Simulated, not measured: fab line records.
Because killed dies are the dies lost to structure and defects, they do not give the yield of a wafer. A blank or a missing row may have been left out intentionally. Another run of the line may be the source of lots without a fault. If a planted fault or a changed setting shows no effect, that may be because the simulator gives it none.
The tool behind it: which one?	flow nand harc	11 lots with 33 wafers sampled at 6 steps, on a route of 1302 steps

== WHAT EACH GAUGE READ, for each wafer ==
NHARC_P_ZERO_WELL_CD_MEAS_37: the cd target is 720 nm. Usual: cd nm at 719.4 nm, with a standard deviation of 1.4.
lot	measured	on	cd nm (nm)	flag
L524	day 2 00:14	cd sem-01	719.6 718.5 720.2	
L525	day 2 10:05	cd sem-01	719.8 719.4 720.5	
L526	day 2 20:29	cd sem-03	721.0 718.9 718.9	
L528	day 3 16:15	cd sem-03	718.8 719.4 719.8	
L533	day 5 18:25	cd sem-03	729.9 732.1 728.5	OFF
L535	day 6 14:09	cd sem-02	721.0 720.5 720.2	
L537	day 7 10:14	cd sem-03	718.8 716.9 718.9	
L542	day 9 12:01	cd sem-01	717.6 718.0 717.7	
L543	day 9 22:05	cd sem-03	720.9 720.3 718.8	
L545	day 10 18:16	cd sem-03	719.2 720.1 720.4	
L547	day 11 14:14	cd sem-02	719.6 720.2 720.3	

NHARC_END_SORT_01. Usual: killed at array 56, standard deviation 19; killed at other 1.0, standard deviation 1.5; killed at periphery 3.4, standard deviation 2.4; killed dies 60, standard deviation 19; killed open 3.3, standard deviation 1.8; killed short 2.4, standard deviation 1.7.
lot	measured	on	killed at array	killed at other	killed at periphery	killed dies	killed open	killed short	flag
L533	day 28 21:05	prober-01	36 58 38	1 3 0	3 4 8	40 65 46	3 4 6	3 4 1	
L537	day 30 00:05	prober-01	94 88 86	0 0 0	7 1 4	101 89 90	4 2 4	4 1 3	
L542	day 32 03:55	prober-01	66 68 69	3 3 2	0 6 2	69 77 73	0 3 1	1 3 4	
L543	day 32 18:14	prober-01	60 56 69	1 0 0	4 4 1	65 60 70	3 3 2	3 1 0	
L545	day 33 01:19	prober-01	33 42 44	0 0 0	1 1 4	34 43 48	0 4 7	5 3 0	

== TOOL THAT RAN EACH LOT (tool first, then ch and the chambers of the sampled wafers, then the start) ==
lot	NHARC_P_ZERO_WELL_ETCH_62	NHARC_P_ZERO_WELL_EXPOSE_34	NHARC_P_ZERO_WELL_DESCUM_54	NHARC_P_STI_ETCH_42
L524	rie diel-06 ch 1,2,3, day 2 00:05 or earlier	krf scanner-02 ch 0, day 2 00:05	rie diel-04 ch 0,3, day 2 01:55	rie diel-11 ch 0,2,3, day 3 02:52
L525	rie diel-04 ch 0,1,2, day 2 09:56 or earlier	krf scanner-02 ch 0, day 2 09:56	rie diel-04 ch 0,2,3, day 2 12:00	rie diel-08 ch 1,2, day 3 09:28
L526	rie diel-04 ch 0,1,2, day 2 20:20 or earlier	krf scanner-01 ch 0, day 2 20:20	rie diel-04 ch 0,1,3, day 2 22:17	rie diel-08 ch 1,2,3, day 3 16:11
L528	rie diel-07 ch 0,2, day 3 16:05 or earlier	krf scanner-02 ch 0, day 3 16:05	rie diel-06 ch 0,2,3, day 3 18:07	rie diel-08 ch 1,3, day 4 11:17
L533	rie diel-07 ch 0,1,3, day 5 18:16 or earlier	krf scanner-04 ch 0, day 5 18:16	rie diel-06 ch 0,1,2, day 5 20:14	rie diel-08 ch 1,3, day 6 14:27
L535	rie diel-04 ch 1,2,3, day 6 13:59 or earlier	krf scanner-02 ch 0, day 6 13:59	rie diel-07 ch 0,3, day 6 15:59	rie diel-08 ch 0,1,3, day 7 11:43
L537	rie diel-06 ch 1,2,3, day 7 10:05 or earlier	krf scanner-02 ch 0, day 7 10:05	rie diel-04 ch 0,1,2, day 7 11:56	rie diel-11 ch 0,1,2, day 8 07:07
L542	rie diel-07 ch 0,1,3, day 9 11:52 or earlier	krf scanner-01 ch 0, day 9 11:52	rie diel-06 ch 1,2,3, day 9 13:49	rie diel-10 ch 0,1,2, day 10 06:16
L543	rie diel-06 ch 0,2, day 9 21:56 or earlier	krf scanner-04 ch 0, day 9 21:56	rie diel-04 ch 1,2,3, day 9 23:46	rie diel-08 ch 0,2,3, day 10 17:52
L545	rie diel-06 ch 2,3, day 10 18:07 or earlier	krf scanner-02 ch 0, day 10 18:07	rie diel-04 ch 0,1,2, day 10 19:58	rie diel-11 ch 0,1,2, day 11 14:09
L547	rie diel-04 ch 0,2,3, day 11 14:05 or earlier	krf scanner-04 ch 0, day 11 14:05	rie diel-06 ch 2,3, day 11 15:55	rie diel-11 ch 0,1,3, day 12 12:22
- NHARC_P_ZERO_WELL_ETCH_62: etches the open film in CHF3/Ar, target depth 13 nm, time 6.5 s.
- NHARC_P_ZERO_WELL_EXPOSE_34: exposes mask P PWELL, target cd 720 nm.
- NHARC_P_ZERO_WELL_DESCUM_54: chemistry O2, time 3 s.
- NHARC_P_STI_ETCH_42: etches the open film in N2/H2, target depth 80 nm, overetch 24 nm, time 61 s.

== AS READ BY THE TOOLS THEMSELVES (means over the sampled wafers that have a number; for cases with no such wafer, the mark the record gives instead) ==
NHARC_P_ZERO_WELL_ETCH_62. Usual: drypump motor current A 5.8 A, standard deviation 0.61; oes product au 0.962 a.u., standard deviation 0.017; rf vpp V 369.3 V, standard deviation 1.8; showerhead plenum p Torr 2.29 Torr, standard deviation 0.078; throttle valve pct 20.215 %, standard deviation 0.0092.
lot	tool	drypump motor current A (A)	oes product au (a.u.)	rf vpp V (V)	showerhead plenum p Torr (Torr)	throttle valve pct (%)	flag
L524	rie diel-06	6.3	0.976	370.1	2.33	20.206	
L525	rie diel-04	5.4	0.977	368.9	2.27	20.212	
L526	rie diel-04	5.4	0.939	369.6	2.27	20.213	
L528	rie diel-07	6.3	0.962	368.3	2.23	20.209	
L533	rie diel-07	5.9	0.955	369.7	2.31	20.212	
L535	rie diel-04	5.4	0.954	369.5	2.29	20.208	
L537	rie diel-06	6.3	0.987	370.0	2.31	20.209	
L542	rie diel-07	5.8	0.965	369.7	2.30	20.207	
L543	rie diel-06	5.3	0.972	369.6	2.31	20.218	
L545	rie diel-06	6.6	0.946	370.9	2.34	20.226	
L547	rie diel-04	5.6	0.965	369.1	2.26	20.218	

NHARC_P_ZERO_WELL_DESCUM_54. Usual: drypump motor current A 5.8 A, standard deviation 0.58; oes product au 0.999 a.u., standard deviation 0.0081; rf vpp V 57.6 V, standard deviation 0.84; showerhead plenum p Torr 1.86 Torr, standard deviation 0.06; throttle valve pct 11.311 %, standard deviation 0.0077.
lot	tool	drypump motor current A (A)	oes product au (a.u.)	rf vpp V (V)	showerhead plenum p Torr (Torr)	throttle valve pct (%)	flag
L524	rie diel-04	5.4	0.996	57.4	1.85	11.310	
L525	rie diel-04	5.6	1.005	57.9	1.86	11.317	
L526	rie diel-04	5.2	0.996	57.2	1.87	11.301	
L528	rie diel-06	5.9	1.003	58.5	1.92	11.317	
L533	rie diel-06	5.7	1.008	57.7	1.87	11.319	
L535	rie diel-07	6.0	0.993	57.0	1.84	11.313	
L537	rie diel-04	5.4	0.995	57.6	1.84	11.306	
L542	rie diel-06	6.3	1.006	58.1	1.88	11.306	
L543	rie diel-04	5.4	1.003	57.1	1.86	11.308	
L545	rie diel-04	5.4	1.002	57.6	1.83	11.309	
L547	rie diel-06	6.6	1.003	57.3	1.91	11.311	

NHARC_P_STI_ETCH_42. Usual: drypump motor current A 5.7 A, standard deviation 0.51; oes product au 1.001 a.u., standard deviation 0.01; rf vpp V 430.0 V, standard deviation 2.9; showerhead plenum p Torr 2.02 Torr, standard deviation 0.1; throttle valve pct 14.172 %, standard deviation 0.0087.
lot	tool	drypump motor current A (A)	oes product au (a.u.)	rf vpp V (V)	showerhead plenum p Torr (Torr)	throttle valve pct (%)	flag
L524	rie diel-11	5.6	1.005	430.0	2.02	14.173	
L525	rie diel-08	5.4	1.001	429.4	2.01	14.175	
L526	rie diel-08	5.7	0.998	431.8	2.08	14.171	
L528	rie diel-08	5.7	1.003	430.4	2.05	14.172	
L533	rie diel-08	5.7	0.990	431.2	2.05	14.165	
L535	rie diel-08	5.8	1.010	430.9	2.04	14.183	
L537	rie diel-11	5.7	1.013	429.3	2.02	14.178	
L542	rie diel-10	5.9	0.984	430.7	2.04	14.177	
L543	rie diel-08	5.7	0.998	430.4	2.06	14.178	
L545	rie diel-11	5.7	0.992	430.2	2.01	14.172	
L547	rie diel-11	5.3	0.996	427.0	1.93	14.176	

== THE ANSWER, worked out from the rows above alone ==
Rule: a lot is off if the mean of its wafers that have a number lies more than 3 standard deviations from the usual mean. Also off: a lot with no number at a reading for which 4 or more lots have one. Any other lot the step has rows for is counted as sound. After the gauges, taken in route order, come the tools' own readings; for these a lot's mean is taken, as printed above. The first step at which some lot is off is used, and at that step the reading that is off furthest; a lot without a number counts as furthest.
Off: L533 (NHARC_P_ZERO_WELL_CD_MEAS_37, cd nm).
If a tool, at a process step before that reading, ran all the lots that are off and no sound lot after the first of them, it fits. Gauges at NHARC_P_ZERO_WELL_CD_MEAS_37: tried the same way as those tools. NHARC_P_ZERO_WELL_ETCH_62: start missing for some lots; hours and lot order therefore follow NHARC_P_ZERO_WELL_EXPOSE_34. Not one of the candidates tried fits.

== WHAT THE SIMULATOR PUT IN ==
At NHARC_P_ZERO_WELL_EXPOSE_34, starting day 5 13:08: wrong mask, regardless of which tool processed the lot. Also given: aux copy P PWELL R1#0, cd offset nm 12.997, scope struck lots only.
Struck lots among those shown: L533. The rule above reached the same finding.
